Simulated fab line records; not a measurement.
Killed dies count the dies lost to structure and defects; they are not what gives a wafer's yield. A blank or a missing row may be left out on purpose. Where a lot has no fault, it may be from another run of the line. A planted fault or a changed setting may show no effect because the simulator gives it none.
Which of the tools did it? -- flow n5Finfet -- 24 lots, 72 wafers sampled, at 4 steps of a route of 1938

WHAT THE GAUGES READ, wafer by wafer
N5_ILD0_THK_MEAS_04. Usual: thkNm 197.3 nm, standard deviation 1.3.
lot,measured,on,thkNm (nm),flag
L074,day 3 16:16,filmMetro-01,198.0 196.5 196.3,
L075,day 3 19:41,filmMetro-02,198.3 197.9 197.9,
L076,day 4 06:52,filmMetro-02,199.0 198.5 199.4,
L077,day 4 13:39,filmMetro-02,198.7 198.7 197.0,
L078,day 4 13:39,filmMetro-02,193.8 196.2 196.7,
L079,day 4 19:55,filmMetro-02,197.9 197.7 197.1,
L080,day 5 00:59,filmMetro-01,195.7 195.7 196.3,
L081,day 5 11:16,filmMetro-01,196.6 195.9 195.7,
L082,day 5 17:13,filmMetro-02,196.1 194.1 196.4,
L083,day 5 23:23,filmMetro-02,197.6 195.0 197.9,
L084,day 6 02:54,filmMetro-02,195.7 197.4 195.8,
L085,day 6 15:53,filmMetro-02,197.1 197.3 198.0,
L086,day 6 19:59,filmMetro-02,198.5 199.1 198.7,
L087,day 7 00:34,filmMetro-01,197.3 199.0 197.8,
L088,day 7 03:55,filmMetro-02,197.8 194.4 197.8,
L089,day 7 07:37,filmMetro-02,196.5 197.6 196.8,
L090,day 7 12:37,filmMetro-01,196.6 196.2 197.4,
L091,day 7 18:04,filmMetro-02,196.9 198.3 197.8,
L092,day 8 07:08,filmMetro-02,198.1 198.4 195.0,
L093,day 8 07:21,filmMetro-01,198.2 195.4 198.2,
L094,day 8 14:40,filmMetro-01,197.5 197.5 198.8,
L095,day 9 02:34,filmMetro-01,195.1 195.2 197.3,
L096,day 9 07:35,filmMetro-02,198.9 199.5 199.3,
L097,day 9 08:23,filmMetro-01,198.1 198.8 195.4,

N5_SDB_INSPECT_13: inspects for defects (brightfield). Usual: rawDefectCount 70, standard deviation 35.
lot,measured,on,rawDefectCount,flag
L074,day 3 22:16,defectInspect-02,47 47 57,
L075,day 3 23:57,defectInspect-02,45 55 49,
L076,day 4 10:59,defectInspect-01,74 62 101,
L077,day 4 17:55,defectInspect-01,99 100 62,
L078,day 4 18:16,defectInspect-01,50 49 38,
L079,day 5 00:44,defectInspect-01,34 83 34,
L080,day 5 05:19,defectInspect-01,58 76 64,
L081,day 5 15:19,defectInspect-01,59 66 90,
L082,day 5 21:11,defectInspect-02,68 71 62,
L083,day 6 03:35,defectInspect-02,47 42 48,
L084,day 6 07:01,defectInspect-02,56 44 39,
L085,day 6 19:59,defectInspect-02,95 136 212,
L086,day 7 00:05,defectInspect-01,78 44 49,
L087,day 7 04:35,defectInspect-01,121 176 181,
L088,day 7 08:01,defectInspect-01,58 65 75,
L089,day 7 11:44,defectInspect-01,99 104 209,
L090,day 7 16:45,defectInspect-02,60 114 87,
L091,day 7 22:02,defectInspect-01,89 91 82,
L092,day 8 11:15,defectInspect-02,53 50 50,
L093,day 8 13:05,defectInspect-02,97 46 60,
L094,day 8 19:26,defectInspect-02,58 58 45,
L095,day 9 06:40,defectInspect-02,28 33 50,
L096,day 9 11:34,defectInspect-02,40 20 31,
L097,day 9 12:24,defectInspect-02,97 71 54,

WHAT TOOL EACH LOT RAN ON (gives the tool, then ch and the chambers of the sampled wafers, and finally the start)
lot,N5_SD_EPI_N_VAPOR_ETCH_50,N5_SDB_HM_DEP_00
L074,"epiRpcvd-02 ch 0, day 3 04:36","pecvd-04 ch 1,2, day 3 19:59"
L075,"epiRpcvd-02 ch 0, day 3 09:21","pecvd-04 ch 0,1, day 3 23:19"
L076,"epiRpcvd-02 ch 0, day 3 18:10","pecvd-03 ch 0,1,2, day 4 10:28"
L077,"epiRpcvd-03 ch 0, day 4 00:32","pecvd-04 ch 0,2, day 4 17:32"
L078,"epiRpcvd-01 ch 0, day 4 02:41","pecvd-03 ch 1,2, day 4 17:45"
L079,"epiRpcvd-02 ch 0, day 4 08:03","pecvd-02 ch 1,2, day 5 00:22"
L080,"epiRpcvd-02 ch 0, day 4 12:48","pecvd-03 ch 0,1,2, day 5 04:48"
L081,"epiRpcvd-02 ch 0, day 5 00:50","pecvd-04 ch 0,1,2, day 5 14:56"
L082,"epiRpcvd-01 ch 0, day 5 06:50","pecvd-03 ch 1,2, day 5 20:49"
L083,"epiRpcvd-01 ch 0, day 5 13:15","pecvd-03 ch 0,1,2, day 6 03:05"
L084,"epiRpcvd-02 ch 0, day 5 16:38","pecvd-04 ch 0,2, day 6 06:31"
L085,"epiRpcvd-01 ch 0, day 6 04:56","pecvd-04 ch 0,1,2, day 6 19:30"
L086,"epiRpcvd-01 ch 0, day 6 09:02","pecvd-04 ch 0,1,2, day 6 23:35"
L087,"epiRpcvd-02 ch 0, day 6 12:46","pecvd-03 ch 1,2, day 7 04:11"
L088,"epiRpcvd-03 ch 0, day 6 15:29","pecvd-02 ch 0,1,2, day 7 07:31"
L089,"epiRpcvd-03 ch 0, day 6 20:23","pecvd-04 ch 1,2, day 7 11:13"
L090,"epiRpcvd-02 ch 0, day 7 01:13","pecvd-03 ch 0,1, day 7 16:13"
L091,"epiRpcvd-01 ch 0, day 7 06:50","pecvd-03 ch 0,1, day 7 21:39"
L092,"epiRpcvd-02 ch 0, day 7 20:32","pecvd-04 ch 1,2, day 8 10:44"
L093,"epiRpcvd-01 ch 0, day 7 20:46","pecvd-03 ch 1,2, day 8 12:43"
L094,"epiRpcvd-01 ch 0, day 8 04:32","pecvd-03 ch 0,1,2, day 8 18:56"
L095,"epiRpcvd-03 ch 0, day 8 16:08","pecvd-03 ch 0,1,2, day 9 06:10"
L096,"epiRpcvd-02 ch 0, day 8 18:23","pecvd-04 ch 0,1, day 9 11:11"
L097,"epiRpcvd-03 ch 0, day 8 20:51","pecvd-03 ch 1, day 9 11:59"
- N5_SD_EPI_N_VAPOR_ETCH_50: etches Si in HCl, time 54 s.
- N5_SDB_HM_DEP_00: deposits SiNx from SiH4/NH3/N2, target thk 40 nm, time 35.3 s.

WHAT THE TOOLS THEMSELVES READ (means of the sampled wafers that have a number; where no wafer has one, the mark that the record gives instead)
N5_SD_EPI_N_VAPOR_ETCH_50. Usual: chamberPressureTorr 20.00 Torr, standard deviation 0.038; throttleValvePct 11.3 %, standard deviation 0.56.
lot,tool,chamberPressureTorr (Torr),throttleValvePct (%),flag
L074,epiRpcvd-02,19.99,10.7,
L075,epiRpcvd-02,20.01,10.7,
L076,epiRpcvd-02,19.98,10.7,
L077,epiRpcvd-03,19.97,12.1,
L078,epiRpcvd-01,19.98,11.6,
L079,epiRpcvd-02,20.03,10.9,
L080,epiRpcvd-02,20.01,10.7,
L081,epiRpcvd-02,20.02,10.8,
L082,epiRpcvd-01,19.97,11.8,
L083,epiRpcvd-01,19.98,11.8,
L084,epiRpcvd-02,19.99,10.6,
L085,epiRpcvd-01,20.04,11.8,
L086,epiRpcvd-01,20.01,11.9,
L087,epiRpcvd-02,20.01,10.8,
L088,epiRpcvd-03,19.98,11.9,
L089,epiRpcvd-03,20.06,11.9,
L090,epiRpcvd-02,20.02,10.8,
L091,epiRpcvd-01,20.01,11.6,
L092,epiRpcvd-02,20.02,10.8,
L093,epiRpcvd-01,20.00,11.7,
L094,epiRpcvd-01,19.96,11.6,
L095,epiRpcvd-03,20.03,11.9,
L096,epiRpcvd-02,19.99,11.0,
L097,epiRpcvd-03,20.00,12.0,

N5_SDB_HM_DEP_00. Usual: chamberPressureTorr 1.500 Torr, standard deviation 0.0031; heaterPowerW 796 W, standard deviation 87; showerheadPlenumPTorr 5.17 Torr, standard deviation 0.059; throttleValvePct 40.0 %, standard deviation 2.
lot,tool,chamberPressureTorr (Torr),heaterPowerW (W),showerheadPlenumPTorr (Torr),throttleValvePct (%),flag
L074,pecvd-04,1.502,847,5.15,40.2,
L075,pecvd-04,1.498,901,5.13,42.5,
L076,pecvd-03,1.496,795,5.18,39.0,
L077,pecvd-04,1.496,754,5.21,42.3,
L078,pecvd-03,1.498,805,5.12,38.7,
L079,pecvd-02,1.500,715,5.19,37.2,
L080,pecvd-03,1.500,764,5.19,38.9,
L081,pecvd-04,1.500,794,5.16,41.8,
L082,pecvd-03,1.498,817,5.18,38.4,
L083,pecvd-03,1.502,763,5.18,39.0,
L084,pecvd-04,1.502,798,5.19,41.2,
L085,pecvd-04,1.503,842,5.16,41.7,
L086,pecvd-04,1.498,821,5.16,41.9,
L087,pecvd-03,1.502,777,5.14,38.7,
L088,pecvd-02,1.497,762,5.16,37.4,
L089,pecvd-04,1.498,772,5.15,40.6,
L090,pecvd-03,1.501,685,5.19,39.8,
L091,pecvd-03,1.500,741,5.20,40.0,
L092,pecvd-04,1.499,790,5.16,40.5,
L093,pecvd-03,1.499,777,5.14,38.7,
L094,pecvd-03,1.501,781,5.18,39.1,
L095,pecvd-03,1.500,793,5.18,39.0,
L096,pecvd-04,1.500,893,5.18,43.1,
L097,pecvd-03,1.504,687,5.10,39.0,

THE ANSWER, worked out from the rows above alone
Rule: a lot is off if the mean of its wafers that have a number lies more than 3 standard deviations from the usual mean. A lot without any number at a reading at which 4 lots or more have one is off too. Any other lot the step has rows for is counted as sound. Order of review: gauges by route order, followed by the tools' own readings, for which a lot's mean as printed above is used. The first step at which some lot is off is used, and at that step the reading that is off furthest; a lot without a number counts as furthest.
No lot is off on any of the readings shown, so nothing can be concluded from this.

WHAT THE SIMULATOR HAD PUT IN
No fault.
